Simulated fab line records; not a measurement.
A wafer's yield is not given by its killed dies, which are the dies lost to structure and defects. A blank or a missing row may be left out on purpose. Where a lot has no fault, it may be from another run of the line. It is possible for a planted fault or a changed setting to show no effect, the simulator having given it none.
Chamber matching + flow nand harc + 4 sister chambers for NHARC_A_CHANNEL_FILL_D2_CMP_10 on cmp-04
The step polishes, target thk 150 nm. 22 wafers are shown with their chamber, then 11 later ones without.

WAFERS, EACH WITH ITS CHAMBER
| wafer  | chamber | motor current A (A) | time to endpoint s (s) |
|--------|---------|---------------------|------------------------|
| L079.1 | 0       | 11.8                | 15.6                   |
| L079.4 | 2       | 12.9                | 15.1                   |
| L079.5 | 0       | 11.9                | 15.8                   |
| L081.3 | 0       | 12.3                | 14.6                   |
| L081.4 | 1       | 10.4                | 12.3                   |
| L081.5 | 3       | 11.5                | 17.3                   |
| L082.3 | 3       | 12.2                | 19.1                   |
| L082.5 | 2       | 12.5                | 13.3                   |
| L082.6 | 3       | 11.4                | 19.3                   |
| L085.4 | 3       | 12.3                | 19.1                   |
| L085.5 | 0       | 12.1                | 16.0                   |
| L085.6 | 1       | 10.5                | 13.9                   |
| L088.1 | 3       | 11.6                | 21.3                   |
| L088.2 | 2       | 13.4                | 16.9                   |
| L088.5 | 3       | 11.6                | 20.5                   |
| L088.3 | 0       | 12.5                | 16.9                   |
| L088.4 | 1       | 10.2                | 16.6                   |
| L088.6 | 0       | 12.3                | 18.8                   |
| L091.1 | 2       | 12.2                | 15.1                   |
| L091.4 | 3       | 11.7                | 18.8                   |
| L091.6 | 3       | 12.1                | 18.5                   |
| L091.2 | 1       | 9.4                 | 13.7                   |

SIGNATURES (averages over the wafers above)
| reading            | chamber 0 | chamber 1 | chamber 2 | chamber 3 | scatter within a chamber |
|--------------------|-----------|-----------|-----------|-----------|--------------------------|
| motor current A    | 12.150    | 10.125    | 12.750    | 11.800    | 0.391                    |
| time to endpoint s | 16.283    | 14.125    | 15.100    | 19.238    | 1.43                     |
Rule: for a wafer and a chamber, the distance is found by dividing, reading by reading, the gap between the wafer's reading and the chamber's mean by the reading's scatter, squaring, summing and taking the root. The wafer belongs to the nearest chamber; if the next one is less than 2 further off, it can't be placed. The scatter is the square root of a quotient: the sum, over the shown wafers, of each reading's squared deviation from its chamber's mean, divided by wafers minus chambers.

WAFERS WITHOUT THEIR CHAMBER
| wafer  | motor current A (A) | time to endpoint s (s) |
|--------|---------------------|------------------------|
| L091.3 | 12.5                | 15.3                   |
| L091.5 | 12.9                | 15.5                   |
| L093.2 | 10.1                | 10.0                   |
| L093.3 | 11.4                | 12.0                   |
| L093.4 | 11.5                | 15.7                   |
| L093.1 | 12.8                | 12.8                   |
| L093.5 | 12.1                | 11.0                   |
| L093.6 | 10.1                | 11.4                   |
| L094.4 | 11.8                | 11.9                   |
| L094.5 | 11.9                | 15.9                   |
| L094.6 | 13.0                | 9.1                    |

WHICH CHAMBER EACH ONE RAN IN
| wafer  | from the rows above               | in truth |
|--------|-----------------------------------|----------|
| L091.3 | can't be placed: 2 or 0           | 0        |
| L091.5 | can't be placed: 2 or 0           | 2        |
| L093.2 | 1                                 | 1        |
| L093.3 | can't be placed: 0 or 1 or 2 or 3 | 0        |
| L093.4 | can't be placed: 0 or 3 or 2 or 1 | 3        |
| L093.1 | can't be placed: 2 or 0           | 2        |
| L093.5 | can't be placed: 2 or 0           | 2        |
| L093.6 | 1                                 | 1        |
| L094.4 | can't be placed: 0 or 2 or 1 or 3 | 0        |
| L094.5 | can't be placed: 0 or 2 or 3      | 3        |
| L094.6 | can't be placed: 2 or 0           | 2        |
2 of 11 placed correctly. From these rows, 9 cannot be placed; in 9 the true chamber is one of the candidates. 0 placed wrongly.
